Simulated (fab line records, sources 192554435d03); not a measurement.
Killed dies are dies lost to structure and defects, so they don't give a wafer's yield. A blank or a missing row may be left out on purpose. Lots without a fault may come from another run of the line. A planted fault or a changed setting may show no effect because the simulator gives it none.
fab line records | flow n5_finfet
record lots=10 wafers=30 last_day=18
route steps=1938 shown BEOL_M14@1732
lots that met no fault: from a run of the same line without faults
start_h: hours from the record's first day to the start of the lot's first wafer shown | wait_h: hours since the lot's step before | " the same as in the row above | L1.1+2: a row that stands for several wafers | - no value, or no start given | * or withheld: withheld | < > ~ a bound
route shown NAME@n: a module of which the file shows steps, and the number in the route of the first | usual: mean/standard deviation of fault-free wafers | same: alike in all rows | chamber/n: place in a boat | sites: the reading at each site | _std_site: their standard deviation | _edge_site: outer sites' mean less inner sites' | radius_mm: how far each site lies from the wafer's centre | mask NAME#n: copy n | behind: the tool/chamber that last shaped the wafer | hold: why the lot was held/for how many hours/how that ended | device: the transistor (n, p or np) that didn't switch | end of line: the same wafers' tests at the end of the route | a step without rows: its recipe alone | killed: dies lost to structure and defects at the first sort, not the wafer's yield | map: a wafer's dies, x killed, . not, _ none there
set.NAME: the setting as run; set.NAME@STEP: as run at that earlier step | model.NAME: the simulator's own value behind a step, which no gauge read
steps of the route over a sample of lots; a table a step, a row a wafer
services: from which hour (start_h, from the record's first day; less than 0 if before it) a tool's chamber was out of use, for how many hours, and why
## steps
# step N5_BEOL_M14_STRIP_63
# recipe chemistry=O2 power_w=600 temp_c=60 pressure_mtorr=30 rf_frequency_hz=6e+07 bias_power_w=0 overash_fraction=0.3 o2_flow_sccm=225
# usual drypump_motor_current_A=5.6/0.46 oes_product_au=0.79/0.077 rf_vpp_V=3.6/0.9 showerhead_plenum_p_Torr=2.09/0.07 throttle_valve_pct=16.67/0.28
# columns lot.wafer tool chamber start_h wait_h drypump_motor_current_A oes_product_au rf_hours_counter_h rf_vpp_V showerhead_plenum_p_Torr throttle_valve_pct
L651.2 rie_diel-06 3 - - 6.5 0.70 223 3.2 2.15 16.82
L651.3 " 1 " " 5.3 0.74 155 4.0 2.01 16.99
L651.4 " 2 " " 5.0 0.80 111 5.1 2.02 16.79
L652.1 rie_diel-06 3 - - 6.5 0.69 225 4.9 2.15 16.82
L652.2 " 1 " " 5.3 0.74 158 5.2 2.01 17.00
L652.3 " 0 " " 5.5 0.71 219 4.5 2.07 16.64
L657.1 rie_diel-06 1 - - 5.3 0.72 172 3.2 2.00 17.02
L657.3 " 2 " " 4.9 0.80 126 3.9 2.01 16.82
L657.4 " 2 " " 5.0 0.78 - 3.4 2.01 16.84
L658.1 rie_diel-04 0 - - 5.4 0.78 103 4.3 2.21 17.03
L658.2 " 2 " " 5.6 0.80 86 2.5 2.11 16.22
L658.6 " 1 " " 5.7 0.85 - 4.5 2.13 16.51
L661.1 rie_diel-04 3 - - 5.5 0.84 75 2.0 2.12 16.24
L661.5 " 3 " " 5.5 0.82 - 3.6 2.12 16.23
L661.6 " 2 " " 5.7 0.81 - 5.1 2.11 16.23
L668.1 rie_diel-03 3 - - 5.7 0.87 53 4.4 2.13 16.85
L668.4 " 0 " " 5.0 0.80 105 2.5 2.03 16.81
L668.5 " 0 " " 5.0 0.79 - 3.8 2.03 16.80
L671.1 rie_diel-04 2 - - 5.7 0.79 113 2.7 2.10 16.26
L671.4 " 1 " " 5.7 0.82 69 4.8 2.13 16.56
L671.5 " 2 " " 5.7 0.78 - 2.8 2.10 16.25
L670.3 rie_diel-06 0 - - 5.5 0.68 249 4.4 2.06 16.65
L670.5 " 3 " " 6.5 0.94 - 3.7 2.13 16.44
L670.6 " 0 " " 5.5 0.69 - 4.4 2.06 16.66
L673.1 rie_diel-03 1 - - 5.6 0.85 55 2.7 2.05 16.44
L673.2 " 3 " " 5.7 0.85 68 3.3 2.13 16.89
L673.4 " 2 " " 5.6 0.80 99 3.3 2.20 16.36
L674.2 rie_diel-06 2 - - 5.0 0.73 175 3.6 1.99 16.92
L674.4 " 1 " " 5.3 0.69 222 3.5 1.99 17.11
L674.5 " 2 " " 5.0 0.76 - 4.0 1.99 16.92
# step N5_BEOL_M14_STRIP_37
# recipe chemistry=O2 power_w=600 temp_c=60 pressure_mtorr=30 rf_frequency_hz=6e+07 bias_power_w=0 overash_fraction=0.3 o2_flow_sccm=225
# usual drypump_motor_current_A=5.6/0.41 oes_product_au=0.81/0.077 rf_vpp_V=3.6/0.95 showerhead_plenum_p_Torr=2.10/0.068 throttle_valve_pct=16.64/0.29
# columns lot.wafer tool chamber start_h wait_h drypump_motor_current_A oes_product_au rf_hours_counter_h rf_vpp_V showerhead_plenum_p_Torr throttle_valve_pct
L651.2 rie_diel-03 3 244.58 2.8 5.7 0.93 24 3.6 2.14 16.82
L651.3 " 0 " " 5.1 0.84 68 3.7 2.05 16.74
L651.4 " 1 " " 5.6 0.96 6 5.0 2.07 16.39
L652.1 rie_diel-03 2 250.67 1.2 5.7 0.83 57 2.8 2.22 16.26
L652.2 " 3 " " 5.7 0.91 26 3.5 2.14 16.77
L652.3 " 1 " " 5.6 0.93 8 3.8 2.07 16.38
L657.1 rie_diel-06 2 287.88 1.7 5.0 0.78 127 2.2 2.01 16.82
L657.3 " 3 " " 6.5 0.68 242 2.0 2.14 16.86
L657.4 " 3 " " 6.5 0.69 - 3.4 2.14 16.87
L658.1 rie_diel-04 1 296.36 3.7 5.7 0.85 44 6.0 2.13 16.50
L658.2 " 2 " " 5.6 0.81 88 4.6 2.11 16.20
L658.6 " 1 " " 5.7 0.87 - 3.2 2.13 16.52
L661.1 rie_diel-03 1 296.40 1.4 5.6 0.89 25 3.4 2.06 16.42
L661.5 " 1 " " 5.5 0.90 - 4.6 2.06 16.41
L661.6 " 2 " " 5.7 0.84 - 4.5 2.21 16.33
L668.1 rie_diel-06 2 346.17 0.1 5.0 0.77 153 5.2 2.00 16.88
L668.4 " 3 " " 6.5 0.97 - 4.0 2.14 16.40
L668.5 " 1 " " 5.3 0.73 - 4.4 2.00 17.11
L671.1 rie_diel-04 3 373.26 1.6 5.5 0.80 102 3.0 2.11 16.26
L671.4 " 0 " " 5.4 0.75 129 4.6 2.20 17.06
L671.5 " 3 " " 5.5 0.80 - 5.7 2.11 16.27
L670.3 rie_diel-06 2 375.23 2.8 5.0 0.74 164 3.4 2.00 16.91
L670.5 " 2 " " 5.0 0.75 - 3.9 2.00 16.88
L670.6 " 3 " " 6.5 0.92 - 3.9 2.13 16.48
L673.1 rie_diel-03 2 394.97 2.5 5.7 0.80 101 3.6 2.20 16.37
L673.2 " 1 " " 5.5 0.83 56 3.1 2.05 16.46
L673.4 " 0 " " 5.0 0.78 121 3.0 2.03 16.83
L674.2 rie_diel-06 2 407.80 1.8 5.0 0.73 176 4.4 1.99 16.94
L674.4 " 1 " " 5.3 0.68 223 3.1 1.99 17.15
L674.5 " 3 " " 6.5 0.90 - 4.4 2.13 16.50
# step N5_BEOL_M14_ANNEAL_48
# recipe temp_c=225 time_s=90 ambient=N2
# usual anneal_temp_c=225.02/0.18 anneal_temp_c_max=226.3/0.33 wafer_temp_C_max=225.91/0.23
# columns lot.wafer tool chamber start_h wait_h anneal_temp_c anneal_temp_c_max wafer_temp_C_max
L651.2 rtp_anneal-02 0 245.48 0.2 225.20 226.2 225.74
L651.3 " 0 " " 225.25 226.2 225.93
L651.4 " 0 " " 224.99 226.1 225.64
L652.1 rtp_anneal-02 0 252.02 0.2 224.78 225.7 225.43
L652.2 " 0 " " 224.96 226.2 225.47
L652.3 " 0 " " 224.70 225.6 225.84
L657.1 rtp_anneal-01 0 288.90 0.1 225.21 226.9 225.99
L657.3 " 0 " " 224.81 226.3 226.02
L657.4 " 0 " " 224.91 226.2 226.09
L658.1 rtp_anneal-01 - 297.31 0.1 - - -
L658.2 " - " " - - -
L658.6 " - " " - - -
L661.1 rtp_anneal-02 - 297.71 0.1 - - -
L661.5 " - " " - - -
L661.6 " - " " - - -
L668.1 rtp_anneal-01 0 347.16 0.2 225.13 226.9 226.08
L668.4 " 0 " " 224.97 227.0 225.87
L668.5 " 0 " " 225.08 226.9 225.93
L671.1 rtp_anneal-02 0 374.98 0.4 225.06 226.4 225.81
L671.4 " 0 " " 225.04 226.1 225.99
L671.5 " 0 " " 224.97 226.3 225.96
L670.3 rtp_anneal-02 0 376.40 0.3 225.26 226.3 225.91
L670.5 " 0 " " 225.41 226.6 225.61
L670.6 " 0 " " 224.98 226.0 225.80
L673.1 rtp_anneal-02 0 396.05 0.1 224.69 225.8 226.09
L673.2 " 0 " " 224.88 226.0 226.03
L673.4 " 0 " " 224.61 225.7 226.18
L674.2 rtp_anneal-02 0 409.06 0.2 225.10 226.0 225.71
L674.4 " 0 " " 225.27 226.2 225.82
L674.5 " 0 " " 225.14 226.0 226.16
# step N5_BEOL_M14_CMP_49
# recipe stop_on=SiO2 t_overpolish_s=5.2 down_force_psi=2 platen_rpm=80 clearing_platen_down_force_psi=2 clearing_platen_rpm=80 post_cmp_clean=cu_alkaline target_thk_nm=560 clearing_platen_pad_velocity_m_s=1.5917 pad_velocity_m_s=1.5917
# usual barrier_field_endpoint_s=11.38/0.23 motor_current_A=7.9/0.91 overpolish_run_s=5.199/0.0085 time_to_endpoint_s=122/3.9
# columns lot.wafer tool chamber start_h wait_h barrier_field_endpoint_s motor_current_A overpolish_run_s time_to_endpoint_s
L651.4 cmp-03 3 245.73 0.1 11.36 8.2 5.192 123
L651.3 " 0 " " 11.29 6.8 5.199 123
L651.2 " 1 " " 11.17 7.7 5.195 120
L652.3 cmp-01 2 252.54 0.4 11.27 8.8 5.196 125
L652.1 " 3 " " 11.28 6.6 5.209 125
L652.2 " 1 " " 11.44 8.5 5.199 122
L657.3 cmp-01 3 289.20 0.2 11.31 7.2 5.197 122
L657.1 " 0 " " 11.24 8.2 5.195 120
L657.4 " 2 " " 11.21 8.2 5.184 120
L658.2 cmp-03 3 297.69 0.3 11.47 7.8 5.205 127
L658.1 " 0 " " 11.38 6.6 5.185 124
L658.6 " 2 " " 11.44 8.2 5.203 122
L661.1 cmp-01 2 298.13 0.4 10.99 9.3 5.186 120
L661.5 " 3 " " 11.58 6.6 5.189 128
L661.6 " 0 " " 11.42 8.4 5.199 121
L668.1 cmp-04 2 347.50 0.3 11.27 10.0 5.214 118
L668.4 " 0 " " 11.17 7.4 5.212 117
L668.5 " 2 " " 11.26 9.1 5.192 118
L671.4 cmp-01 2 375.35 0.2 11.78 8.7 5.216 125
L671.1 " 3 " " 11.76 6.9 5.209 125
L671.5 " 1 " " 11.48 8.5 5.201 120
L670.3 cmp-04 3 376.65 0.2 11.27 5.9 5.199 118
L670.6 " 2 " " 11.11 8.9 5.196 120
L670.5 " 3 " " 11.34 6.3 5.190 123
L673.2 cmp-03 3 396.35 0.2 11.33 8.1 5.196 125
L673.4 " 1 " " 11.34 7.8 5.204 121
L673.1 " 2 " " 11.37 8.8 5.203 124
L674.2 cmp-01 1 409.37 0.3 11.96 8.5 5.205 127
L674.4 " 2 " " 11.43 8.5 5.203 122
L674.5 " 0 " " 11.57 9.3 5.198 123
## services
# columns tool chamber start_h hours kind
cmp-03 - 220.46 0.3 repair
rie_diel-06 3 226.21 11.0 repair
cmp-03 - 226.68 4.0 pm
cmp-01 - 230.12 0.3 repair
cmp-04 - 232.23 4.0 pm
cmp-03 - 240.87 2.0 repair
rie_diel-03 2 276.78 12.1 repair
cmp-01 - 277.20 1.9 repair
cmp-01 - 292.69 1.4 repair
cmp-01 - 298.24 4.0 pm
cmp-03 - 304.46 4.4 repair
cmp-01 - 314.04 0.4 repair
rie_diel-03 1 329.69 7.5 repair
rie_diel-03 3 332.74 11.1 repair
rie_diel-06 0 338.64 15.8 repair
rie_diel-03 - 344.70 2.8 pm
cmp-01 - 347.00 11.2 pm
rie_diel-03 2 362.19 4.5 repair
rie_diel-04 1 374.84 12.1 repair
cmp-03 - 381.15 11.6 pm
rie_diel-04 2 388.69 8.6 repair
rtp_anneal-01 - 396.05 7.1 pm
cmp-03 - 402.52 0.2 repair
rie_diel-03 0 407.62 12.5 repair
## key
first_sign step=N5_BEOL_M14_ANNEAL_48 reading=tool_record direction=missing
effect none on later readings
met_at N5_BEOL_M14_ANNEAL_48
struck_lots L658,L661
not_acting_at N5_BEOL_M14_STRIP_63,N5_BEOL_M14_STRIP_37,N5_BEOL_M14_CMP_49
onset_between 288.90 297.31
fault kind=skipped_step_whole tool=rtp_anneal-01,rtp_anneal-02 chamber=- onset_h=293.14 steps=N5_BEOL_M14_ANNEAL_48 scope=struck_lots_only
